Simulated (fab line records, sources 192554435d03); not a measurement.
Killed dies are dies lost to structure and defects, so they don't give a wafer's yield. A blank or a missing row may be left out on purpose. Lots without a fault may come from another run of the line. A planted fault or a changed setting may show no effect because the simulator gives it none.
Which tool did it? | flow n5_finfet | 24 lots, 72 wafers sampled, at 4 steps of a route of 1938

WHAT THE GAUGES READ, wafer by wafer
N5_BEOL_M3_INSPECT_59: inspects for defects (darkfield). Usual: raw_defect_count 64, standard deviation 24.
lot  | measured     | on                | raw_defect_count | flag
L074 | day 8 07:38  | defect_inspect-02 | 90 46 70         |
L077 | day 8 10:40  | defect_inspect-01 | 36 41 38         |
L076 | day 8 13:24  | defect_inspect-01 | 73 87 94         |
L075 | day 8 14:32  | defect_inspect-02 | 57 45 57         |
L078 | day 8 17:40  | defect_inspect-01 | 87 67 104        |
L079 | day 8 19:00  | defect_inspect-01 | 43 49 41         |
L080 | day 9 09:20  | defect_inspect-01 | 116 100 141      |
L081 | day 10 03:23 | defect_inspect-01 | 69 83 60         |
L082 | day 10 07:04 | defect_inspect-02 | 21 61 53         |
L085 | day 10 12:42 | defect_inspect-02 | 105 52 44        |
L084 | day 11 16:28 | defect_inspect-01 | 39 86 55         |
L089 | day 12 10:21 | defect_inspect-02 | 34 52 66         |
L086 | day 12 15:10 | defect_inspect-01 | 51 53 64         |
L083 | day 12 16:22 | defect_inspect-01 | 97 65 98         |
L087 | day 12 18:25 | defect_inspect-01 | 71 70 68         |
L088 | day 12 20:17 | defect_inspect-01 | 80 49 63         |
L090 | day 12 22:22 | defect_inspect-02 | 68 65 60         |
L093 | day 13 08:47 | defect_inspect-02 | 49 57 44         |
L092 | day 13 15:05 | defect_inspect-01 | 67 62 92         |
L094 | day 13 15:36 | defect_inspect-02 | 49 53 47         |
L091 | day 13 19:26 | defect_inspect-01 | 82 87 67         |
L095 | day 14 11:38 | defect_inspect-02 | 43 26 27         |
L097 | day 14 12:06 | defect_inspect-01 | 78 68 57         |
L096 | day 14 13:57 | defect_inspect-01 | 57 42 44         |

N5_BEOL_M4_OVL_MEAS_29. Usual: V3_OVL -0.1 nm, standard deviation 0.7.
lot  | measured     | on         | V3_OVL (nm)    | flag
L074 | day 8 10:17  | overlay-01 | 0.3 -0.1 0.4   |
L077 | day 8 15:49  | overlay-02 | -0.2 0.0 -0.2  |
L076 | day 8 15:52  | overlay-02 | 0.9 0.5 0.5    |
L075 | day 8 17:41  | overlay-01 | -0.4 0.2 0.0   |
L078 | day 8 20:25  | overlay-02 | 0.0 -0.6 -0.8  |
L079 | day 8 20:55  | overlay-02 | 0.4 0.5 0.5    |
L080 | day 9 11:20  | overlay-01 | -0.6 0.8 0.4   |
L081 | day 10 05:19 | overlay-01 | 0.3 0.0 -0.7   |
L082 | day 10 09:13 | overlay-01 | -0.3 0.7 0.7   |
L085 | day 10 14:41 | overlay-01 | -0.7 -0.9 0.0  |
L084 | day 11 19:34 | overlay-02 | 0.5 0.5 0.2    |
L089 | day 12 12:17 | overlay-02 | -0.4 0.0 -0.6  |
L086 | day 12 19:46 | overlay-02 | 0.8 0.7 0.4    |
L083 | day 12 20:24 | overlay-02 | -0.8 -1.1 -0.4 |
L087 | day 12 21:18 | overlay-01 | 0.6 -1.2 -1.6  |
L088 | day 12 22:13 | overlay-02 | -0.3 -0.6 -0.4 |
L090 | day 13 00:25 | overlay-01 | 0.0 -0.5 -0.6  |
L093 | day 13 12:43 | overlay-01 | -0.1 -0.2 -0.5 |
L092 | day 13 17:24 | overlay-01 | 0.5 1.2 0.2    |
L094 | day 13 17:44 | overlay-01 | -2.0 -1.2 -1.2 |
L091 | day 13 21:52 | overlay-01 | -0.1 0.4 -0.3  |
L095 | day 14 13:20 | overlay-02 | -0.7 0.3 0.3   |
L097 | day 14 15:01 | overlay-01 | 0.1 0.3 0.4    |
L096 | day 14 16:13 | overlay-01 | 0.3 -0.1 0.0   |

WHICH TOOL RAN EACH LOT (tool, then ch and the chambers of the sampled wafers, then the start)
lot  | N5_BEOL_M3_ANNEAL_93         | N5_BEOL_M4_STRIP_66
L074 | pvd_sputter-03, day 8 06:13  | rie_diel-04 ch 2,3, day 8 09:41
L077 | pvd_sputter-02, day 8 09:11  | rie_diel-05 ch 0,2,3, day 8 13:41
L076 | pvd_sputter-03, day 8 11:58  | rie_diel-05 ch 0,1,2, day 8 15:06
L075 | pvd_sputter-02, day 8 13:02  | rie_diel-05 ch 0,2,3, day 8 17:07
L078 | pvd_sputter-02, day 8 16:14  | rie_diel-05 ch 0,2,3, day 8 19:43
L079 | pvd_sputter-03, day 8 17:34  | rie_diel-05 ch 0,2, day 8 20:21
L080 | pvd_sputter-03, day 9 07:46  | rie_diel-04 ch 0,3, day 9 10:46
L081 | pvd_sputter-02, day 10 01:52 | rie_diel-05 ch 0,1, day 10 04:37
L082 | pvd_sputter-03, day 10 05:32 | rie_diel-05 ch 0,1,3, day 10 08:37
L085 | pvd_sputter-01, day 10 11:15 | rie_diel-04 ch 0,2,3, day 10 13:59
L084 | pvd_sputter-01, day 11 15:02 | rie_diel-04 ch 0,2,3, day 11 18:59
L089 | pvd_sputter-01, day 12 08:55 | rie_diel-01 ch 2,3, day 12 11:41
L086 | pvd_sputter-03, day 12 13:43 | rie_diel-05 ch 0,1,3, day 12 19:04
L083 | pvd_sputter-02, day 12 14:56 | rie_diel-04 ch 0,2,3, day 12 19:23
L087 | pvd_sputter-03, day 12 16:59 | rie_diel-04 ch 0,2,3, day 12 20:25
L088 | pvd_sputter-01, day 12 18:35 | rie_diel-01 ch 1,2,3, day 12 21:30
L090 | pvd_sputter-01, day 12 20:56 | rie_diel-01 ch 0,2,3, day 12 23:43
L093 | pvd_sputter-03, day 13 07:19 | rie_diel-05 ch 0,1,2, day 13 11:58
L092 | pvd_sputter-03, day 13 13:38 | rie_diel-01 ch 0,2, day 13 16:42
L094 | pvd_sputter-01, day 13 14:10 | rie_diel-04 ch 0,1,3, day 13 17:00
L091 | pvd_sputter-03, day 13 18:00 | rie_diel-04 ch 0,1,3, day 13 21:01
L095 | pvd_sputter-02, day 14 10:12 | rie_diel-04 ch 0,1, day 14 12:43
L097 | pvd_sputter-01, day 14 10:24 | rie_diel-01 ch 0,3, day 14 14:27
L096 | pvd_sputter-02, day 14 12:05 | rie_diel-04 ch 1,3, day 14 15:38
- N5_BEOL_M3_ANNEAL_93: time 240 s.
- N5_BEOL_M4_STRIP_66: strips in CF4.

WHAT THE TOOLS THEMSELVES READ (means of the sampled wafers that have a number; where no wafer has one, the mark that the record gives instead)
N5_BEOL_M3_ANNEAL_93. Usual: heater_power_w 886 W, standard deviation 98.
lot  | tool           | heater_power_w (W) | flag
L074 | pvd_sputter-03 | 797                |
L077 | pvd_sputter-02 | 974                |
L076 | pvd_sputter-03 | 783                |
L075 | pvd_sputter-02 | 939                |
L078 | pvd_sputter-02 | 953                |
L079 | pvd_sputter-03 | 942                |
L080 | pvd_sputter-03 | 893                |
L081 | pvd_sputter-02 | 971                |
L082 | pvd_sputter-03 | 895                |
L085 | pvd_sputter-01 | 885                |
L084 | pvd_sputter-01 | 796                |
L089 | pvd_sputter-01 | 944                |
L086 | pvd_sputter-03 | 866                |
L083 | pvd_sputter-02 | 910                |
L087 | pvd_sputter-03 | 949                |
L088 | pvd_sputter-01 | 869                |
L090 | pvd_sputter-01 | 793                |
L093 | pvd_sputter-03 | 795                |
L092 | pvd_sputter-03 | 798                |
L094 | pvd_sputter-01 | 876                |
L091 | pvd_sputter-03 | 902                |
L095 | pvd_sputter-02 | 973                |
L097 | pvd_sputter-01 | 808                |
L096 | pvd_sputter-02 | 953                |

N5_BEOL_M4_STRIP_66. Usual: drypump_motor_current_A 5.9 A, standard deviation 0.44; oes_product_au 0.80 a.u., standard deviation 0.069; power_w 300.0 W, standard deviation 0.79; rf_vpp_V 271.3 V, standard deviation 1.2; showerhead_plenum_p_Torr 1.80 Torr, standard deviation 0.045; throttle_valve_pct 13.60 %, standard deviation 0.24.
lot  | tool        | drypump_motor_current_A (A) | oes_product_au (a.u.) | power_w (W) | rf_vpp_V (V) | showerhead_plenum_p_Torr (Torr) | throttle_valve_pct (%) | flag
L074 | rie_diel-04 | 5.5                         | 0.78                  | 299.2       | 270.8        | 1.80                            | 13.71                  |
L077 | rie_diel-05 | 5.9                         | 0.78                  | 299.9       | 271.5        | 1.83                            | 13.74                  |
L076 | rie_diel-05 | 6.1                         | 0.77                  | 300.8       | 272.2        | 1.84                            | 13.65                  |
L075 | rie_diel-05 | 5.9                         | 0.78                  | 300.1       | 272.0        | 1.82                            | 13.75                  |
L078 | rie_diel-05 | 5.9                         | 0.78                  | 300.2       | 271.8        | 1.82                            | 13.75                  |
L079 | rie_diel-05 | 5.9                         | 0.75                  | 300.4       | 272.1        | 1.86                            | 13.82                  |
L080 | rie_diel-04 | 5.7                         | 0.90                  | 300.1       | 272.1        | 1.84                            | 13.35                  |
L081 | rie_diel-05 | 6.0                         | 0.79                  | 301.3       | 273.1        | 1.85                            | 13.59                  |
L082 | rie_diel-05 | 6.1                         | 0.78                  | 300.0       | 270.9        | 1.80                            | 13.62                  |
L085 | rie_diel-04 | 5.7                         | 0.82                  | 300.3       | 272.4        | 1.81                            | 13.54                  |
L084 | rie_diel-04 | 5.7                         | 0.81                  | 300.4       | 272.0        | 1.81                            | 13.56                  |
L089 | rie_diel-01 | 5.1                         | 0.79                  | 300.4       | 271.2        | 1.80                            | 13.64                  |
L086 | rie_diel-05 | 6.1                         | 0.76                  | 299.8       | 270.8        | 1.80                            | 13.69                  |
L083 | rie_diel-04 | 5.7                         | 0.80                  | 300.8       | 271.5        | 1.81                            | 13.58                  |
L087 | rie_diel-04 | 5.7                         | 0.80                  | 299.3       | 271.2        | 1.81                            | 13.59                  |
L088 | rie_diel-01 | 5.3                         | 0.78                  | 299.3       | 271.9        | 1.80                            | 13.65                  |
L090 | rie_diel-01 | 5.5                         | 0.81                  | 300.4       | 270.7        | 1.78                            | 13.52                  |
L093 | rie_diel-05 | 6.1                         | 0.74                  | 299.8       | 272.1        | 1.83                            | 13.75                  |
L092 | rie_diel-01 | 5.5                         | 0.86                  | 300.7       | 271.4        | 1.80                            | 13.29                  |
L094 | rie_diel-04 | 6.0                         | 0.85                  | 299.3       | 270.9        | 1.80                            | 13.39                  |
L091 | rie_diel-04 | 6.0                         | 0.85                  | 300.0       | 271.3        | 1.80                            | 13.40                  |
L095 | rie_diel-04 | 6.2                         | 0.84                  | 299.7       | 271.1        | 1.80                            | 13.37                  |
L097 | rie_diel-01 | 6.0                         | 0.76                  | 300.3       | 269.6        | 1.75                            | 13.66                  |
L096 | rie_diel-04 | 6.0                         | 0.85                  | 299.7       | 271.9        | 1.78                            | 13.40                  |

THE ANSWER, worked out from the rows above alone
Rule: a lot is off if the mean of its wafers that have a number lies more than 3 standard deviations from the usual mean. A lot without any number at a reading at which 4 lots or more have one is off too. The other lots that the step has rows for count as sound. The gauges are gone through in route order, then the tools' own readings, and for those a lot's mean is taken as printed above. The first step at which some lot is off is used, and at that step the reading that is off furthest; a lot without a number counts as furthest.
No lot is off at any reading shown: from this, nothing can be told.

WHAT THE SIMULATOR HAD PUT IN
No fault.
